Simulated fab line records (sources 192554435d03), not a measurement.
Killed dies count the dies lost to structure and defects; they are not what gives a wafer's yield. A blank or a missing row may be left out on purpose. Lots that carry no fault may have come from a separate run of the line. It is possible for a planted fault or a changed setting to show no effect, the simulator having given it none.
Problem report, 8D (eight disciplines) form, completed by code || flow n5_finfet || the parts of the form that need people (team, actions taken, sign-off) are left out

## 1. THE ISSUE
N5_BEOL_M9_CD_MEAS_28, cd_nm: mean 74.04 nm over 1 wafer from 1 lot; wafers with no fault: 70.02 nm, standard deviation 0.24. That puts it +17 standard deviations away from the usual mean.
The step: target cd 70 nm.
First observed at day 14 14:10: wafer L564.5, on cd_sem-03. The record holds 30 wafers of 10 lots with a number at this step. The rule behind "out" and "out of limits": a value lying over 4 standard deviations away from the usual mean. All remaining wafers that have a number are taken as sound.

## 2. WHAT IT IS, WHAT IT ISN'T
{"question": "which readings at this step", "is": "cd_nm", "is not": "-"}
{"question": "which lots", "is": "L564", "is not": "L548, L550, L551, L552, L558, L559, L566, L567, L569"}
{"question": "which wafers of those lots", "is": "L564.5", "is not": "L564.4, L564.6"}
{"question": "read on which gauges", "is": "cd_sem-03", "is not": "cd_sem-01, cd_sem-02"}
{"question": "when", "is": "from day 14 14:10", "is not": "up to then (20 sound wafers); but 9 sound wafers of L566, L567, L569 came after"}

## 3. SUSPECTS, AND WHAT RULES EACH OUT
Counting: a tool at a process step up to the reading stays a suspect if it ran every lot that is out. Sound lots after the first of them don't rule it out here, since some wafers of a struck lot are sound.
- the gauge at N5_BEOL_M9_CD_MEAS_28: kept. All the wafers that are out were read on cd_sem-03, and no step on other tools shows them out.
- rie_diel-06 at N5_BEOL_M9_ETCH_62 (etches SOC in N2/H2, target depth 110 nm, overetch 22 nm, time 165 s): kept. It processed L564, the lot that is out, at day 14 11:45, and its most recent sound lot before then was L559 at day 12 15:14.
- rie_diel-06 at N5_BEOL_M9_STRIP_67 (strips in CF4): kept. It processed L564, the lot that is out, at day 14 11:53, and its most recent sound lot before then was L559 at day 12 15:23.
- euv_scanner-02 at N5_BEOL_M9_EXPOSE_25 (exposes mask V8): kept. It processed L564, the lot that is out, at day 14 14:04, and its most recent sound lot before then was L559 at day 12 16:20.
Left after counting: rie_diel-06 at N5_BEOL_M9_ETCH_62, rie_diel-06 at N5_BEOL_M9_STRIP_67, euv_scanner-02 at N5_BEOL_M9_EXPOSE_25, cd_sem-03 at N5_BEOL_M9_CD_MEAS_28.

## 4. THE CAUSE (what the simulator had put in)
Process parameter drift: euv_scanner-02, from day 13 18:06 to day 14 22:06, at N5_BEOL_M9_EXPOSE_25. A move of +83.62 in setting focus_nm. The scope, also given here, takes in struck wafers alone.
4 suspects survive the count, and this tool is in that group.

## 5. THE CHAIN OF EFFECTS, in route order
Each row: a reading where the mean over the struck wafers with a number is more than 3 standard deviations away from the usual. Only readings for which the record gives a usual standard deviation are gone through. hours: the time from each lot's start at the first step in this table that gives one to its start at this step, as a median over the lots. sigmas: the change in usual standard deviations.
{"hours": 0, "step": "N5_BEOL_M9_CD_MEAS_28", "reading": "cd_nm", "usual": "70.02 nm", "on struck wafers": 74.04, "change": "+4.02", "sigmas": "+17"}

## 6. HOW IT WOULD HAVE BEEN CAUGHT EARLIER
In this record the first reading out of limits at a measuring or inspecting step was taken at day 14 14:10, 20 hours after the fault began at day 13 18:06.
An alarm limit of 4 standard deviations would not have fired on the tool readings at N5_BEOL_M9_EXPOSE_25 for which the record gives a usual standard deviation, since none of them was out on any struck wafer.
Each of the lots that are out, 1 in all, had begun N5_BEOL_M9_EXPOSE_25 on euv_scanner-02 no later than day 14 14:10. Had the tool been put on hold then, not one of them would have been saved.
